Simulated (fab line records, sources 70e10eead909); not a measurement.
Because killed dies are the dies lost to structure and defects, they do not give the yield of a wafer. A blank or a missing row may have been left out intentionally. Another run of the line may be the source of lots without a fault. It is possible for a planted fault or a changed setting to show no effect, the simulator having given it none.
Matching of chambers :: flow nandHarc :: rieDiel-10 running NHARC_A_M1_DESCUM_14: 4 sister chambers
The step chemistry O2, time 3 s. 16 wafers are shown with their chamber, then 8 later ones without.

EACH WAFER AND ITS CHAMBER
wafer: L076.3
chamber: 0
drypumpMotorCurrentA (A): 6.2
rfVppV (V): 57.3
oesProductAu (a.u.): 1.001

wafer: L076.5
chamber: 0
drypumpMotorCurrentA (A): 6.2
rfVppV (V): 57.8
oesProductAu (a.u.): 0.996

wafer: L076.6
chamber: 3
drypumpMotorCurrentA (A): 6.8
rfVppV (V): 57.2
oesProductAu (a.u.): 1.006

wafer: L077.2
chamber: 2
drypumpMotorCurrentA (A): 6.2
rfVppV (V): 59.1
oesProductAu (a.u.): 0.992

wafer: L077.3
chamber: 1
drypumpMotorCurrentA (A): 5.0
rfVppV (V): 57.3
oesProductAu (a.u.): 1.012

wafer: L077.4
chamber: 0
drypumpMotorCurrentA (A): 6.2
rfVppV (V): 58.4
oesProductAu (a.u.): 0.992

wafer: L086.1
chamber: 3
drypumpMotorCurrentA (A): 6.7
rfVppV (V): 56.2
oesProductAu (a.u.): 0.993

wafer: L086.3
chamber: 1
drypumpMotorCurrentA (A): 5.1
rfVppV (V): 58.7
oesProductAu (a.u.): 0.995

wafer: L086.4
chamber: 0
drypumpMotorCurrentA (A): 6.2
rfVppV (V): 59.3
oesProductAu (a.u.): 0.998

wafer: L088.2
chamber: 2
drypumpMotorCurrentA (A): 6.2
rfVppV (V): 58.3
oesProductAu (a.u.): 0.988

wafer: L088.3
chamber: 1
drypumpMotorCurrentA (A): 5.0
rfVppV (V): 58.6
oesProductAu (a.u.): 1.000

wafer: L088.6
chamber: 1
drypumpMotorCurrentA (A): 5.0
rfVppV (V): 59.4
oesProductAu (a.u.): 1.006

wafer: L090.1
chamber: 1
drypumpMotorCurrentA (A): 5.0
rfVppV (V): 58.0
oesProductAu (a.u.): 1.004

wafer: L090.3
chamber: 2
drypumpMotorCurrentA (A): 6.2
rfVppV (V): 58.2
oesProductAu (a.u.): 0.992

wafer: L090.5
chamber: 0
drypumpMotorCurrentA (A): 6.2
rfVppV (V): 57.1
oesProductAu (a.u.): 1.004

wafer: L095.1
chamber: 3
drypumpMotorCurrentA (A): 6.7
rfVppV (V): 55.3
oesProductAu (a.u.): 0.999

SIGNATURES, as means of the wafers listed above
reading: drypumpMotorCurrentA
chamber 0: 6.200
chamber 1: 5.020
chamber 2: 6.200
chamber 3: 6.733
scatter within a chamber: 0.035

reading: rfVppV
chamber 0: 57.980
chamber 1: 58.400
chamber 2: 58.533
chamber 3: 56.233
scatter within a chamber: 0.816

reading: oesProductAu
chamber 0: 0.99820
chamber 1: 1.00340
chamber 2: 0.99067
chamber 3: 0.99933
scatter within a chamber: 0.00535
Rule: for a wafer and a chamber, the distance is found by dividing, reading by reading, the gap between the wafer's reading and the chamber's mean by the reading's scatter, squaring, summing and taking the root. The wafer belongs to the nearest chamber; if the next one is less than 2 further off, it can't be placed. The scatter: the root of (the sum of the squares of (reading less its chamber's mean) over the shown wafers, divided by (wafers less chambers)).

WAFERS WITH NO CHAMBER GIVEN
wafer: L095.3
drypumpMotorCurrentA (A): 5.0
rfVppV (V): 57.7
oesProductAu (a.u.): 1.004

wafer: L095.5
drypumpMotorCurrentA (A): 6.2
rfVppV (V): 58.0
oesProductAu (a.u.): 1.003

wafer: L096.3
drypumpMotorCurrentA (A): 6.2
rfVppV (V): 57.3
oesProductAu (a.u.): 1.003

wafer: L096.4
drypumpMotorCurrentA (A): 5.0
rfVppV (V): 59.1
oesProductAu (a.u.): 1.007

wafer: L096.5
drypumpMotorCurrentA (A): 6.7
rfVppV (V): 58.3
oesProductAu (a.u.): 1.008

wafer: L097.1
drypumpMotorCurrentA (A): 6.2
rfVppV (V): 57.6
oesProductAu (a.u.): 1.003

wafer: L097.4
drypumpMotorCurrentA (A): 6.7
rfVppV (V): 59.1
oesProductAu (a.u.): 0.997

wafer: L097.5
drypumpMotorCurrentA (A): 5.0
rfVppV (V): 56.4
oesProductAu (a.u.): 0.996

CHAMBER TAKEN BY EACH
wafer: L095.3
from the rows above: 1
in truth: 1

wafer: L095.5
from the rows above: can't be placed: 0 or 2
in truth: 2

wafer: L096.3
from the rows above: can't be placed: 0 or 2
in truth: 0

wafer: L096.4
from the rows above: 1
in truth: 1

wafer: L096.5
from the rows above: 3
in truth: 3

wafer: L097.1
from the rows above: can't be placed: 0 or 2
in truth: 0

wafer: L097.4
from the rows above: 3
in truth: 3

wafer: L097.5
from the rows above: 1
in truth: 1
Correctly placed: 5 of 8. These rows do not allow placing 3 (true chamber among the candidates in 3). Number placed wrongly: 0.
